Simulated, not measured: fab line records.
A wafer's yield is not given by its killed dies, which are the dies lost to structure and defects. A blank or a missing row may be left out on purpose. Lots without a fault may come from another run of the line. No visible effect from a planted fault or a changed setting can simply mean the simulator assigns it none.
Matching of chambers || flow n5-finfet || N5_BEOL_M2_ETCH_69 on rie-diel-03 has 4 sister chambers
The step etches SiARC in CF4, target depth 15.6 nm, time 26 s. 8 wafers are shown with their chamber, then 10 later ones without.

== WAFERS, EACH WITH ITS CHAMBER ==
{"wafer": "L086.2", "chamber": 1, "showerhead-plenum-p-Torr (Torr)": 2.05, "throttle-valve-pct (%)": 15.23}
{"wafer": "L087.1", "chamber": 1, "showerhead-plenum-p-Torr (Torr)": 2.05, "throttle-valve-pct (%)": 15.23}
{"wafer": "L087.4", "chamber": 0, "showerhead-plenum-p-Torr (Torr)": 2.19, "throttle-valve-pct (%)": 15.92}
{"wafer": "L087.5", "chamber": 2, "showerhead-plenum-p-Torr (Torr)": 2.26, "throttle-valve-pct (%)": 15.29}
{"wafer": "L089.1", "chamber": 0, "showerhead-plenum-p-Torr (Torr)": 2.19, "throttle-valve-pct (%)": 15.93}
{"wafer": "L089.6", "chamber": 2, "showerhead-plenum-p-Torr (Torr)": 2.25, "throttle-valve-pct (%)": 15.32}
{"wafer": "L090.3", "chamber": 3, "showerhead-plenum-p-Torr (Torr)": 2.12, "throttle-valve-pct (%)": 15.98}
{"wafer": "L090.4", "chamber": 3, "showerhead-plenum-p-Torr (Torr)": 2.12, "throttle-valve-pct (%)": 15.98}

== WAFERS WITHOUT THEIR CHAMBER ==
{"wafer": "L090.6", "showerhead-plenum-p-Torr (Torr)": 2.25, "throttle-valve-pct (%)": 15.32}
{"wafer": "L091.1", "showerhead-plenum-p-Torr (Torr)": 2.25, "throttle-valve-pct (%)": 15.32}
{"wafer": "L091.2", "showerhead-plenum-p-Torr (Torr)": 2.04, "throttle-valve-pct (%)": 15.26}
{"wafer": "L091.6", "showerhead-plenum-p-Torr (Torr)": 2.04, "throttle-valve-pct (%)": 15.27}
{"wafer": "L092.1", "showerhead-plenum-p-Torr (Torr)": 2.25, "throttle-valve-pct (%)": 15.33}
{"wafer": "L092.2", "showerhead-plenum-p-Torr (Torr)": 2.12, "throttle-valve-pct (%)": 16.00}
{"wafer": "L092.3", "showerhead-plenum-p-Torr (Torr)": 2.04, "throttle-valve-pct (%)": 15.29}
{"wafer": "L094.1", "showerhead-plenum-p-Torr (Torr)": 2.04, "throttle-valve-pct (%)": 15.29}
{"wafer": "L094.4", "showerhead-plenum-p-Torr (Torr)": 2.19, "throttle-valve-pct (%)": 15.46}
{"wafer": "L094.6", "showerhead-plenum-p-Torr (Torr)": 2.12, "throttle-valve-pct (%)": 16.00}

== EACH ONE'S CHAMBER ==
{"wafer": "L090.6", "from the rows above": 2, "in truth": 2}
{"wafer": "L091.1", "from the rows above": 2, "in truth": 2}
{"wafer": "L091.2", "from the rows above": 1, "in truth": 1}
{"wafer": "L091.6", "from the rows above": 1, "in truth": 1}
{"wafer": "L092.1", "from the rows above": 2, "in truth": 2}
{"wafer": "L092.2", "from the rows above": 3, "in truth": 3}
{"wafer": "L092.3", "from the rows above": 1, "in truth": 1}
{"wafer": "L094.1", "from the rows above": 1, "in truth": 1}
{"wafer": "L094.4", "from the rows above": 2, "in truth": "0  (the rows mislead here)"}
{"wafer": "L094.6", "from the rows above": 3, "in truth": 3}
Placed correctly: 9 of 10. Number that these rows cannot place: 0. Number placed wrongly: 1.
How it was worked out, from the rows above alone: a wafer's distance from a chamber is the root of the sum, over the readings, of the square of ((its reading less the chamber's mean) divided by the reading's scatter). If the next closest chamber is less than 2 further off than the closest, the wafer can't be placed; otherwise it belongs to the closest. Each chamber's mean is taken over the wafers shown for it. The scatter is the square root of a quotient: the sum, over the shown wafers, of each reading's squared deviation from its chamber's mean, divided by wafers minus chambers.
